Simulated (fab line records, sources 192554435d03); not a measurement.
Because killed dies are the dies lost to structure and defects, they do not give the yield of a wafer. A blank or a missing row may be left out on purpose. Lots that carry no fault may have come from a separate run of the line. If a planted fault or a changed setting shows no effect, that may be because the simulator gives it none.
A lot that was struck, set against a sound lot | flow n5_finfet | 16 out of 1938 route steps
Sound: wafers L816.2, L816.4, L816.6. Wafers L822.1, L822.4 were the ones struck. At the end, the cause is stated.
Each step with rows lists, per side, the tool, then ch with its chambers, then its first start. Under that, the readings that differ: sound wafers | struck wafers | difference of the means | sigmas: that difference in standard deviations of wafers without a fault.
alike: a reading whose means differ by less than 2 such deviations, as well as words and numbers matching on both sides. not compared: withheld readings; readings where some wafer has no value; bounds like >300 that might hide an equal value; numbers whose values overlap and for which the record gives no deviation.
A row with sigmas, a row that says differs or no value, or rows on one side alone: a step with any of these is where the two part. Numbers that don't overlap but have no deviation are shown without sigmas and don't part them. A reading missing from all wafers of one side parts the sides only when that side holds two or more wafers.

N5_BEOL_M2_INSPECT_30: inspects for defects (brightfield).
  sound on defect_inspect-01 at day 7 04:27; struck on defect_inspect-02 at day 8 15:34
  alike: raw_defect_count
N5_BEOL_M2_DESCUM_33: chemistry O2, time 7 s.
  sound on rie_diel-05 ch 1,2, day 7 04:40; struck on rie_diel-04 ch 0,3, day 8 15:36
  reading                     | sound       | struck  | difference | sigmas
  drypump_motor_current_A (A) | 5.5 5.5 5.5 | 6.2 6.3 | +0.8       | +2
  alike: oes_product_au, rf_vpp_V, showerhead_plenum_p_Torr, throttle_valve_pct
  not compared: rf_hours_counter_h
N5_BEOL_M2_ETCH_77: etches underlayer in N2/H2, target depth 6.5 nm, time 5.2 s.
  sound on rie_diel-05 ch 1,2, day 7 04:42; struck on rie_diel-04 ch 0,3, day 8 15:38
  reading                     | sound       | struck  | difference | sigmas
  drypump_motor_current_A (A) | 5.5 5.5 5.5 | 6.2 6.3 | +0.8       | +2
  alike: etch_rf_on_time_s, oes_product_au, rf_vpp_V, showerhead_plenum_p_Torr, throttle_valve_pct
  not compared: rf_hours_counter_h
N5_BEOL_M2_ETCH_69: etches SiARC in CF4, target depth 15.6 nm, time 26 s.
  sound on rie_diel-05 ch 1,2, day 7 04:43; struck on rie_diel-04 ch 0,3, day 8 15:39
  reading                     | sound       | struck  | difference | sigmas
  drypump_motor_current_A (A) | 5.5 5.5 5.5 | 6.3 6.3 | +0.8       | +2
  alike: etch_rf_on_time_s, oes_product_au, rf_vpp_V, showerhead_plenum_p_Torr, throttle_valve_pct
  not compared: rf_hours_counter_h
N5_BEOL_M2_ALD_98: deposits SiO2, target thk 2.5 nm, pulse time 1 s, co reactant pulse time 1 s.
  sound on ald_sin-02 ch 0,1, day 7 04:48; struck on ald_sin-04 ch 1,2, day 8 16:09
  alike: chamber_pressure_Torr, heater_power_w, precursor_pulse_height_rel
then, 7 steps without rows for these wafers: N5_BEOL_M2_ETCHBACK_99 (etches SiO2 in CHF3, target depth 5 nm, time 10.4 s); N5_BEOL_M2_ETCH_70 (etches SOC in N2/H2, target depth 80 nm, overetch 24 nm, time 130 s); N5_BEOL_M2_STRIP_71 (strips in N2/H2); N5_BEOL_M2_STRIP_78 (strips in N2/H2); N5_BEOL_M2_VIA_ETCH_34 (etches the open film in C4F6/O2, target depth 69.4 nm, time 65.9 s); N5_BEOL_M2_STRIP_83 (strips in C4F6/O2); N5_BEOL_M2_STRIP_36 (strips in N2/H2).
N5_BEOL_M2_TRENCH_ETCH_37: etches SiOC in C4F6/O2, target depth 55.555 nm, time 29.2 s.
  sound on rie_diel-03 ch 2,3, day 7 05:10; struck on rie_diel-03 ch 2,3, day 8 22:47
  alike: drypump_motor_current_A, oes_product_au, rf_vpp_V, showerhead_plenum_p_Torr, throttle_valve_pct
  not compared: rf_hours_counter_h, model.BEOL_M2.feature_depth_nm, model.etch.depth_nm
N5_BEOL_M2_ETCH_41: etches SiCN in CH3F/O2, target depth 29.9 nm, time 52.5 s.
  sound: rie_diel-03 ch 2,3; struck: rie_diel-03 ch 2,3
  alike: drypump_motor_current_A, oes_product_au, rf_vpp_V, showerhead_plenum_p_Torr, throttle_valve_pct
  not compared: rf_hours_counter_h
N5_BEOL_M4_RC_MEAS_101:
  sound on prober-02 ch 0, day 8 13:01; struck on prober-02 ch 0, day 10 06:43
  reading        | sound             | struck      | difference | sigmas
  IOFF_N (nA/um) | 0.186 0.180 0.146 | 0.122 0.125 | -0.047     | -2
  ION_N (uA/um)  | 689 681 669       | 655 663     | -21        | -2
  alike: DIBL_N, DIBL_P, IOFF_P, ION_P, SS_N, SS_P, VT_N, VT_P
-- the record jumps here: 4 days lie between the struck wafers' starts before and after (it left off in module BEOL_M4 and takes up again in module PASSIVATION, whose first step shown is number 1936 of the route) --
N5_PASSIVATION_PROBE_49:
  sound on prober-01 at day 12 14:36; struck on prober-01 at day 14 17:01
  reading            | sound  | struck | difference | sigmas
  killed_at_contacts | 7 10 7 | 22     | +14        | +2
  alike: defect_limited_yield, killed_at_M0_to_M3, killed_at_M4_up, killed_at_front_end, killed_at_other, killed_dies, killed_open, killed_short, sort_bin_5_function, sort_bin_6_memory, sort_n_pass, sort_yield_pct

== WHERE THEY PART ==
First at N5_BEOL_M2_DESCUM_33; last, within this record, at N5_PASSIVATION_PROBE_49.

WHY: whatever the simulator had introduced
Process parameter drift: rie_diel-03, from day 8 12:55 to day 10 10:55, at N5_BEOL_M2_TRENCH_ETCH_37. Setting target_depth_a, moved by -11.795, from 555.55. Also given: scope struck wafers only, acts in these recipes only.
